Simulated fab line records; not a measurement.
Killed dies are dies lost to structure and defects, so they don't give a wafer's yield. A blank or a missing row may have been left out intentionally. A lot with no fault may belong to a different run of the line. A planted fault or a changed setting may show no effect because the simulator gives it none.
Matching of chambers + flow n5Finfet + 4 sister chambers for N5_SDB_CUT_ETCH_26 on rieSi-06
The step etches Si in HBr/Cl2/O2, target depth 129.6 nm, bt time 20 s, time 51.8 s. 26 wafers are shown with their chamber, then 12 later ones without.

## WAFERS, EACH WITH ITS CHAMBER
| wafer  | chamber | throttleValvePct (%) | drypumpMotorCurrentA (A) | oesProductAu (a.u.) |
|--------|---------|----------------------|--------------------------|---------------------|
| L075.2 | 0       | 36.89                | 6.0                      | 1.022               |
| L075.3 | 2       | 37.09                | 6.3                      | 1.013               |
| L075.5 | 0       | 36.89                | 6.0                      | 1.027               |
| L076.1 | 0       | 36.90                | 6.1                      | 1.022               |
| L076.2 | 1       | 36.85                | 6.5                      | 0.982               |
| L076.4 | 2       | 37.07                | 6.3                      | 1.004               |
| L077.4 | 2       | 37.08                | 6.3                      | 1.002               |
| L077.5 | 3       | 36.92                | 5.6                      | 0.997               |
| L077.6 | 2       | 37.08                | 6.3                      | 1.007               |
| L078.2 | 2       | 37.09                | 6.3                      | 1.005               |
| L078.3 | 0       | 36.88                | 6.0                      | 1.016               |
| L079.2 | 0       | 36.88                | 6.0                      | 1.022               |
| L079.3 | 3       | 36.89                | 5.6                      | 0.994               |
| L079.4 | 2       | 37.09                | 6.3                      | 1.005               |
| L081.2 | 3       | 36.91                | 5.7                      | 0.995               |
| L081.5 | 2       | 37.09                | 6.3                      | 1.006               |
| L081.6 | 1       | 36.85                | 6.4                      | 0.988               |
| L084.2 | 2       | 37.07                | 6.3                      | 0.994               |
| L084.4 | 0       | 36.90                | 6.0                      | 1.021               |
| L084.6 | 3       | 36.90                | 5.6                      | 0.990               |
| L085.1 | 2       | 37.09                | 6.3                      | 1.009               |
| L085.4 | 1       | 36.86                | 6.4                      | 0.990               |
| L085.5 | 3       | 36.90                | 5.6                      | 0.993               |
| L086.1 | 1       | 36.87                | 6.5                      | 0.997               |
| L086.4 | 2       | 37.08                | 6.3                      | 0.999               |
| L086.6 | 3       | 36.90                | 5.6                      | 0.993               |

SIGNATURES (averages over the wafers above)
| reading              | chamber 0 | chamber 1 | chamber 2 | chamber 3 | scatter within a chamber |
|----------------------|-----------|-----------|-----------|-----------|--------------------------|
| throttleValvePct     | 36.8900   | 36.8575   | 37.0830   | 36.9033   | 0.00909                  |
| drypumpMotorCurrentA | 6.017     | 6.450     | 6.300     | 5.617     | 0.0348                   |
| oesProductAu         | 1.02167   | 0.98925   | 1.00440   | 0.99367   | 0.00453                  |
Rule: for each reading, subtract the chamber's mean from the wafer's reading, divide by that reading's scatter and square the result; add these up over the readings and take the root, which gives the wafer's distance from the chamber. If the next closest chamber is less than 2 further off than the closest, the wafer can't be placed; otherwise it belongs to the closest. The scatter: the root of (the sum of the squares of (reading less its chamber's mean) over the shown wafers, divided by (wafers less chambers)).

## WAFERS MISSING THEIR CHAMBER
| wafer  | throttleValvePct (%) | drypumpMotorCurrentA (A) | oesProductAu (a.u.) |
|--------|----------------------|--------------------------|---------------------|
| L088.1 | 36.91                | 5.6                      | 1.001               |
| L088.3 | 37.10                | 6.2                      | 1.012               |
| L088.4 | 36.90                | 6.0                      | 1.018               |
| L090.1 | 36.89                | 5.6                      | 0.998               |
| L090.2 | 36.89                | 6.0                      | 1.019               |
| L090.3 | 36.85                | 6.5                      | 0.985               |
| L091.1 | 36.88                | 6.0                      | 1.025               |
| L091.3 | 36.92                | 5.6                      | 0.990               |
| L091.6 | 37.09                | 6.3                      | 1.008               |
| L095.2 | 37.09                | 6.3                      | 1.006               |
| L095.4 | 36.90                | 5.6                      | 0.989               |
| L095.5 | 36.90                | 5.6                      | 0.988               |

## CHAMBER TAKEN BY EACH
| wafer  | from the rows above | in truth |
|--------|---------------------|----------|
| L088.1 | 3                   | 3        |
| L088.3 | 2                   | 2        |
| L088.4 | 0                   | 0        |
| L090.1 | 3                   | 3        |
| L090.2 | 0                   | 0        |
| L090.3 | 1                   | 1        |
| L091.1 | 0                   | 0        |
| L091.3 | 3                   | 3        |
| L091.6 | 2                   | 2        |
| L095.2 | 2                   | 2        |
| L095.4 | 3                   | 3        |
| L095.5 | 3                   | 3        |
12 of 12 placed correctly. Number that these rows cannot place: 0. Placed wrongly: 0.
